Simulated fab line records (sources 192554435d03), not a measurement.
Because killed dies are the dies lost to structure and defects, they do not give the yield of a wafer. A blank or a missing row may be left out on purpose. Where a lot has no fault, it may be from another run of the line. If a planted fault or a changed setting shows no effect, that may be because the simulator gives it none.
Split-lot study ; flow n5_finfet ; route with 1938 steps; 7 lots, 21 wafers read

## THE SPLIT
At N5_BEOL_M14_EXPOSE_07 (exposes mask V13), the setting dose_mj was moved away from the recipe's 57 on 3 of the 21 wafers read, by -3.7% to +4.7%. The other wafers ran this setting at the recipe's value.

## FROM THE SPLIT TO THE READING: what the file shows between them, 11 steps
- N5_BEOL_M14_PEB_08: peb time 90 s
- N5_BEOL_M14_DEVELOP_09: develop time 45 s
- N5_BEOL_M14_HARDBAKE_14: time 120 s
- N5_BEOL_M14_CD_MEAS_10: target cd 250 nm
- N5_BEOL_M14_DESCUM_15: chemistry O2, time 7.9 s
- N5_BEOL_M14_ETCH_59: etches BARC in N2/H2, target depth 89 nm, overetch 26.7 nm, time 67.9 s
- N5_BEOL_M14_VIA_ETCH_16: etches SiO2 in C4F8/O2/Ar, target depth 1231.3 nm
- N5_BEOL_M14_STRIP_63: strips in O2
- N5_BEOL_M14_STRIP_64: strips in O2
- N5_BEOL_M14_STRIP_71: strips in post etch residue remover, time 60 s
- N5_BEOL_M14_SRD_72: time 30 s, dry time 30 s

## THE READING
cd_nm at N5_BEOL_M14_CD_MEAS_17, given in nm (cd target 250 nm). On this fab line, fault-free wafers typically give 251.1 nm with a standard deviation of 1.4 nm.

wafer;tool, chamber at the split;dose_mj as run;against the recipe;cd_nm, nm;against lot-mates on the recipe
L078.1;krf_scanner-01, 0;57;recipe;250.8;-
L078.2;krf_scanner-01, 0;59.7;+4.7%;259.4;+7.5
L078.3;krf_scanner-01, 0;57;recipe;252.9;-
L079.1;krf_scanner-01, 0;57;recipe;250.0;-
L079.3;krf_scanner-01, 0;54.88;-3.7%;246.7;-3.3
L079.4;krf_scanner-01, 0;54.88;-3.7%;244.6;-5.4
L081.2;krf_scanner-02, 0;57;recipe;250.1;-
L081.5;krf_scanner-02, 0;57;recipe;251.1;-
L081.6;krf_scanner-02, 0;57;recipe;250.9;-
L085.2;krf_scanner-02, 0;57;recipe;250.8;-
L085.4;krf_scanner-02, 0;57;recipe;253.0;-
L085.6;krf_scanner-02, 0;57;recipe;251.8;-
L087.1;krf_scanner-02, 0;57;recipe;250.8;-
L087.2;krf_scanner-02, 0;57;recipe;249.9;-
L087.4;krf_scanner-02, 0;57;recipe;251.0;-
L091.1;krf_scanner-02, 0;57;recipe;252.4;-
L091.2;krf_scanner-02, 0;57;recipe;253.5;-
L091.4;krf_scanner-02, 0;57;recipe;252.1;-
L097.1;krf_scanner-01, 0;57;recipe;251.9;-
L097.2;krf_scanner-01, 0;57;recipe;251.1;-
L097.4;krf_scanner-01, 0;57;recipe;250.6;-

THE FIT
A straight line over all 21 wafers: cd_nm changes by +1.61 nm for each +1% of dose_mj; r = +0.93; the points scatter about the line by 1.1 nm.
The same after taking each lot's own level away (the mean of its wafers on the recipe; 21 wafers): +1.37 nm for each +1%; r = +0.94; scatter 0.79 nm.
The reading moves by 6.5 nm for the largest change in dose_mj, on that fit.
From 250.00 to 252.67 nm: that is the span of the lots' own levels, equal to 1.9 times the standard deviation above.
In other words, the slope is changed by the lot-to-lot level; the two fits disagree.
Check: with one of the wafers moved furthest among these (+4.7%) left out of the fit, the line predicts +5.54 nm for it against its lot-mates. It came out at +7.55 nm against them.

## THE WHOLE CHAIN: every reading that the file lists as answering this split, in the file's order
step;what it does;reading;change (the file's fit);r (the file's)
N5_BEOL_M14_CD_MEAS_10;target cd 250 nm;cd_nm;+1.39 nm for each +1% of the setting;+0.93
N5_BEOL_M14_CD_MEAS_17;target cd 250 nm;cd_nm;+1.43 nm for each +1% of the setting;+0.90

## THE FILE'S OWN FIT
cd_nm changes by +1.43 nm for each +1% of dose_mj, r = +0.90.
